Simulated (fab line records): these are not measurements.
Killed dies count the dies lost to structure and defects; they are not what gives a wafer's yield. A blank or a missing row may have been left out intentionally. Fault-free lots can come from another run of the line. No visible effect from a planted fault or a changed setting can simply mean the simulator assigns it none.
Struck lot and sound lot, side by side -- flow nand-harc -- 28 steps out of a route of 1159
Sound: wafers L306.1, L306.5, L306.6. Struck: wafers L312.2, L312.5 (left out: L312.1, a lot-mate that was not struck); the cause follows at the end.
For every step that has rows: the tool of each side, followed by ch and its chambers, followed by its first start. Under that, the readings that differ: sound wafers -- struck wafers -- difference of the means -- sigmas: that difference in standard deviations of wafers without a fault.
alike: a reading whose means differ by less than 2 such deviations, as well as words and numbers matching on both sides. not compared: withheld readings; readings where some wafer has no value; bounds like >300 that might hide an equal value; numbers whose values overlap and for which the record gives no deviation.
Wherever a step has rows on one side only, a row that says differs or no value, or a row with sigmas, the two part there. Numbers that have no deviation but don't overlap get no sigmas and don't part them. A reading that every wafer of one side lacks parts them only if that side has two wafers or more.

NHARC_A_CONTACT_ETCH_132: etches the open film in C4F8/O2/Ar, time 156 s, target depth 958 nm.
  sound on har-cap-etch-02 ch 0,1, day 17 15:29; struck on har-cap-etch-03 ch 1, day 19 20:41
  alike: chamber-pressure-mTorr
  not compared: rf-hours-counter-h
then, 1 step without rows for these wafers: NHARC_A_CONTACT_ETCH_133 (etches the open film in C4F8/O2/Ar, time 195 s, target depth 840 nm).
NHARC_A_CONTACT_ETCH_91: etches the open film in CH3F/O2, target depth 40 nm, time 85.7 s.
  sound on rie-diel-13 ch 1,2, day 17 16:20; struck on rie-diel-11 ch 1,2, day 19 21:26
reading,sound,struck,difference,sigmas
rf-vpp-V (V),242.3 244.8 241.3,245.5 246.9,+3.4,+2
showerhead-plenum-p-Torr (Torr),2.33 2.50 2.33,2.54 2.65,+0.21,+2
  alike: chamber-pressure-mTorr, drypump-motor-current-A, oes-product-au, throttle-valve-pct
  not compared: rf-hours-counter-h
NHARC_A_CONTACT_ETCH_97: etches the open film in C4F6/O2, target depth 20 nm, time 10 s.
  sound on rie-diel-13 ch 0,1,2; struck on rie-diel-11 ch 1,2
  alike: chamber-pressure-mTorr, drypump-motor-current-A, oes-product-au, rf-vpp-V, showerhead-plenum-p-Torr, throttle-valve-pct
  not compared: rf-hours-counter-h
NHARC_A_CONTACT_CD_MEAS_80:
  sound: cd-sem-02 at day 17 16:34; struck: cd-sem-01 at day 19 21:38
  alike: cd-nm
then, 3 steps without rows for these wafers: NHARC_A_CONTACT_STRIP_103 (strips in N2/H2); NHARC_A_CONTACT_STRIP_104 (strips in CF4/CHF3); NHARC_A_CONTACT_STRIP_105 (strips in O2/COS).
NHARC_A_CONTACT_ETCH_106: etches the open film in CF4/O2, target depth 60 nm, overetch 6 nm, time 33 s.
  sound on rie-diel-11 ch 0,1,3, day 17 16:52; struck on rie-diel-11 ch 1,3, day 19 21:56
  alike: chamber-pressure-mTorr, drypump-motor-current-A, oes-product-au, rf-vpp-V, showerhead-plenum-p-Torr, throttle-valve-pct
  not compared: rf-hours-counter-h
NHARC_A_CONTACT_STRIP_82: strips in O2.
  sound on rie-diel-11 ch 1,2,3; struck on rie-diel-11 ch 0,1
  alike: chamber-pressure-mTorr, drypump-motor-current-A, oes-product-au, rf-vpp-V, showerhead-plenum-p-Torr, throttle-valve-pct
  not compared: rf-hours-counter-h
then, 2 steps without rows for these wafers: NHARC_A_CONTACT_STRIP_83 (strips in post etch residue remover, time 600 s); NHARC_A_CONTACT_DEP_84 (deposits aC, target thk 2000 nm).
NHARC_A_CONTACT_DEP_85: deposits SiON, target thk 50 nm.
  sound on pecvd-04 ch 0,2, day 17 19:37; struck on pecvd-02 ch 2, day 20 00:11
  alike: heater-power-w
then, 10 steps without rows for these wafers: NHARC_A_CONTACT_DEHYDRATE_00 (time 120 s); NHARC_A_CONTACT_HMDS_01 (time 30 s); NHARC_A_CONTACT_COAT_86 (time 75 s); NHARC_A_CONTACT_COAT_87 (time 65 s); NHARC_A_CONTACT_COAT_02 (resist thk 90 nm); NHARC_A_CONTACT_SOFTBAKE_03 (time 55 s); NHARC_A_CONTACT_EBR_04; NHARC_A_CONTACT_EXPOSE_05 (exposes mask A CC); NHARC_A_CONTACT_PEB_06 (peb time 65 s); NHARC_A_CONTACT_DEVELOP_07 (develop time 35 s).
NHARC_A_CONTACT_CD_MEAS_08 targets a cd of 100 nm.
  sound on cd-sem-03 ch 0, day 17 20:09; struck on cd-sem-01 ch 0, day 20 00:55
  alike: cd-nm
NHARC_A_CONTACT_OVL_MEAS_09:
  sound: overlay-02 at day 17 20:14; struck: overlay-02 at day 20 01:00
  alike: overlay-x-nm, overlay-y-nm
NHARC_A_CONTACT_INSPECT_10:
  sound: defect-inspect-02 at day 17 20:16; struck: defect-inspect-01 at day 20 01:02
reading,sound,struck,difference,sigmas
raw-defect-count,12 15 6,356 423,+378,+25
then, 1 step without rows for these wafers: NHARC_A_CONTACT_DESCUM_13 (chemistry O2, time 3 s).
-- jump in the record: it breaks off in module A_CONTACT and resumes in module END (first step shown: number 1159 of the route), and 5 days separate the struck wafers' starts before and after --
NHARC_END_SORT_01:
  here the record holds rows for the struck wafers (prober-02 ch 0, day 25 03:49) but none for the sound ones

== WHERE THEY PART ==
First at NHARC_A_CONTACT_ETCH_91; last, within this record, at NHARC_END_SORT_01.

WHY: what had been put in by the simulator
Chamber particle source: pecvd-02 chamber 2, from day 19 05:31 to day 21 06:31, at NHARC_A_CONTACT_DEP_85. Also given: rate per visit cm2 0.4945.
